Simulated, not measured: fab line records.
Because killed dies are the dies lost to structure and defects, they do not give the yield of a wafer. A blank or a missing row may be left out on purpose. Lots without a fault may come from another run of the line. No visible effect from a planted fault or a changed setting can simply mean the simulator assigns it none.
Split-lot trial || flow n5-finfet || 7 lots, 21 wafers read, on a route of 1938 steps

== THE SPLIT ITSELF ==
At N5_BEOL_M2_ETCH_69 (etches SiARC in CF4, target depth 15.6 nm, time 26 s), the setting bias-w was moved away from the recipe's 36 W on 6 of the 21 wafers read, by -17.5% to -5.2%. All remaining wafers had this setting at the recipe value.

Reading taken at the split's own step.

== THE READING ==
rf-vpp-V, in V, at N5_BEOL_M2_ETCH_69 (etches SiARC in CF4, target depth 15.6 nm, time 26 s). A value of 184.5 V with a standard deviation of 1 V is what fault-free wafers of this fab line usually give.

{"wafer": "L079.1", "tool, chamber at the split": "rie-diel-01, 1", "bias-w as run, W": 36, "against the recipe": "recipe", "rf-vpp-V, V": 184.0, "against lot-mates on the recipe": "-"}
{"wafer": "L079.2", "tool, chamber at the split": "rie-diel-01, 0", "bias-w as run, W": 34.12, "against the recipe": "-5.2%", "rf-vpp-V, V": 178.4, "against lot-mates on the recipe": -5.2}
{"wafer": "L079.3", "tool, chamber at the split": "rie-diel-01, 3", "bias-w as run, W": 36, "against the recipe": "recipe", "rf-vpp-V, V": 183.2, "against lot-mates on the recipe": "-"}
{"wafer": "L080.3", "tool, chamber at the split": "rie-diel-01, 1", "bias-w as run, W": 36, "against the recipe": "recipe", "rf-vpp-V, V": 184.0, "against lot-mates on the recipe": "-"}
{"wafer": "L080.4", "tool, chamber at the split": "rie-diel-01, 2", "bias-w as run, W": 36, "against the recipe": "recipe", "rf-vpp-V, V": 185.9, "against lot-mates on the recipe": "-"}
{"wafer": "L080.6", "tool, chamber at the split": "rie-diel-01, 3", "bias-w as run, W": 36, "against the recipe": "recipe", "rf-vpp-V, V": 184.2, "against lot-mates on the recipe": "-"}
{"wafer": "L082.2", "tool, chamber at the split": "rie-diel-01, 2", "bias-w as run, W": 32.83, "against the recipe": "-8.8%", "rf-vpp-V, V": 175.6, "against lot-mates on the recipe": -7.3}
{"wafer": "L082.3", "tool, chamber at the split": "rie-diel-01, 3", "bias-w as run, W": 36, "against the recipe": "recipe", "rf-vpp-V, V": 182.9, "against lot-mates on the recipe": "-"}
{"wafer": "L082.4", "tool, chamber at the split": "rie-diel-01, 0", "bias-w as run, W": 32.83, "against the recipe": "-8.8%", "rf-vpp-V, V": 175.2, "against lot-mates on the recipe": -7.7}
{"wafer": "L081.1", "tool, chamber at the split": "rie-diel-01, 2", "bias-w as run, W": 36, "against the recipe": "recipe", "rf-vpp-V, V": 183.4, "against lot-mates on the recipe": "-"}
{"wafer": "L081.4", "tool, chamber at the split": "rie-diel-01, 1", "bias-w as run, W": 36, "against the recipe": "recipe", "rf-vpp-V, V": 184.3, "against lot-mates on the recipe": "-"}
{"wafer": "L081.6", "tool, chamber at the split": "rie-diel-01, 2", "bias-w as run, W": 36, "against the recipe": "recipe", "rf-vpp-V, V": 185.1, "against lot-mates on the recipe": "-"}
{"wafer": "L088.3", "tool, chamber at the split": "rie-diel-04, 2", "bias-w as run, W": 29.86, "against the recipe": "-17.1%", "rf-vpp-V, V": 163.5, "against lot-mates on the recipe": -20.1}
{"wafer": "L088.4", "tool, chamber at the split": "rie-diel-04, 3", "bias-w as run, W": 29.86, "against the recipe": "-17.1%", "rf-vpp-V, V": 162.2, "against lot-mates on the recipe": -21.4}
{"wafer": "L088.6", "tool, chamber at the split": "rie-diel-04, 1", "bias-w as run, W": 36, "against the recipe": "recipe", "rf-vpp-V, V": 183.6, "against lot-mates on the recipe": "-"}
{"wafer": "L097.4", "tool, chamber at the split": "rie-diel-01, 1", "bias-w as run, W": 29.7, "against the recipe": "-17.5%", "rf-vpp-V, V": 163.6, "against lot-mates on the recipe": -21.3}
{"wafer": "L097.5", "tool, chamber at the split": "rie-diel-01, 3", "bias-w as run, W": 36, "against the recipe": "recipe", "rf-vpp-V, V": 183.6, "against lot-mates on the recipe": "-"}
{"wafer": "L097.6", "tool, chamber at the split": "rie-diel-01, 2", "bias-w as run, W": 36, "against the recipe": "recipe", "rf-vpp-V, V": 186.3, "against lot-mates on the recipe": "-"}
{"wafer": "L096.1", "tool, chamber at the split": "rie-diel-02, 1", "bias-w as run, W": 36, "against the recipe": "recipe", "rf-vpp-V, V": 182.9, "against lot-mates on the recipe": "-"}
{"wafer": "L096.5", "tool, chamber at the split": "rie-diel-02, 1", "bias-w as run, W": 36, "against the recipe": "recipe", "rf-vpp-V, V": 183.2, "against lot-mates on the recipe": "-"}
{"wafer": "L096.6", "tool, chamber at the split": "rie-diel-02, 2", "bias-w as run, W": 36, "against the recipe": "recipe", "rf-vpp-V, V": 184.1, "against lot-mates on the recipe": "-"}

THE FIT
A straight line over all 21 wafers: rf-vpp-V changes by +1.19 V for each +1% of bias-w; r = +0.99; the points scatter about the line by 1.1 V.
The same after taking each lot's own level away (the mean of its wafers on the recipe; 21 wafers): +1.17 V for each +1%; r = +0.99; scatter 1.2 V.
According to that fit, moving bias-w by its largest amount changes the reading by 21 V.
The lots' own levels span 182.90 to 184.95 V, that is 2.0 times the standard deviation above.
The two slopes agree, so the slope changes little with the lot-to-lot level.
Check: with one of the wafers moved furthest among these (-17.5%) left out of the fit, the line predicts -19.9 V for it against its lot-mates. Against them it came out at -21.3 V.
Tool readings at the split's step, against how far the setting was moved: etch-rf-on-time-s r = -0.93; rf-vpp-V r = +0.99.

== THESE WAFERS: OTHER SPLITS ==
Before the reading, these wafers also passed through other splits. Each is held against what the fit with the lots' levels taken away leaves over:
{"other split on the same wafers": "N5_HKMG_FIN_PEB_47 peb-time-s", "wafers away from the commonest value": 6, "r with rf-vpp-V (lot level and that fit taken away)": "+0.09"}
{"other split on the same wafers": "N5_GATE_CUT_COAT_27 spin-rpm", "wafers away from the commonest value": 8, "r with rf-vpp-V (lot level and that fit taken away)": -0.08}
{"other split on the same wafers": "N5_GATE_CUT_DESCUM_18 time-s", "wafers away from the commonest value": 7, "r with rf-vpp-V (lot level and that fit taken away)": "+0.27"}
{"other split on the same wafers": "N5_MOL_CONTACT_COAG_ETCH_15 source-w", "wafers away from the commonest value": 4, "r with rf-vpp-V (lot level and that fit taken away)": -0.16}
{"other split on the same wafers": "N5_BEOL_M0_SAQP_COAT_08 spin-rpm", "wafers away from the commonest value": 4, "r with rf-vpp-V (lot level and that fit taken away)": -0.01}
{"other split on the same wafers": "N5_BEOL_M0_SAQP_MANDREL_ETCH_20 bias-w", "wafers away from the commonest value": 6, "r with rf-vpp-V (lot level and that fit taken away)": -0.12}
{"other split on the same wafers": "N5_BEOL_M0_SAQP_STRIP_86 h2-flow-sccm", "wafers away from the commonest value": 7, "r with rf-vpp-V (lot level and that fit taken away)": -0.36}
{"other split on the same wafers": "N5_BEOL_M1_ILD_DEP_00 time-s", "wafers away from the commonest value": 6, "r with rf-vpp-V (lot level and that fit taken away)": -0.11}
{"other split on the same wafers": "N5_BEOL_M1_COAT_62 spin-rpm", "wafers away from the commonest value": 7, "r with rf-vpp-V (lot level and that fit taken away)": -0.33}

== THE WHOLE CHAIN: every reading that the file lists as answering this split, in the file's order ==
{"step": "N5_BEOL_M2_ETCH_69", "what it does": "etches SiARC in CF4, target depth 15.6 nm, time 26 s", "reading": "etch-rf-on-time-s", "change (the file's fit)": "withheld for each +1% of the setting", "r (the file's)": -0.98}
{"step": "N5_BEOL_M2_ETCH_69", "what it does": "etches SiARC in CF4, target depth 15.6 nm, time 26 s", "reading": "rf-vpp-V", "change (the file's fit)": "+1.17 V for each +1% of the setting", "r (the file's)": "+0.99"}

== THE FILE'S OWN FIT ==
rf-vpp-V changes by +1.17 V for each +1% of bias-w, r = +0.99.
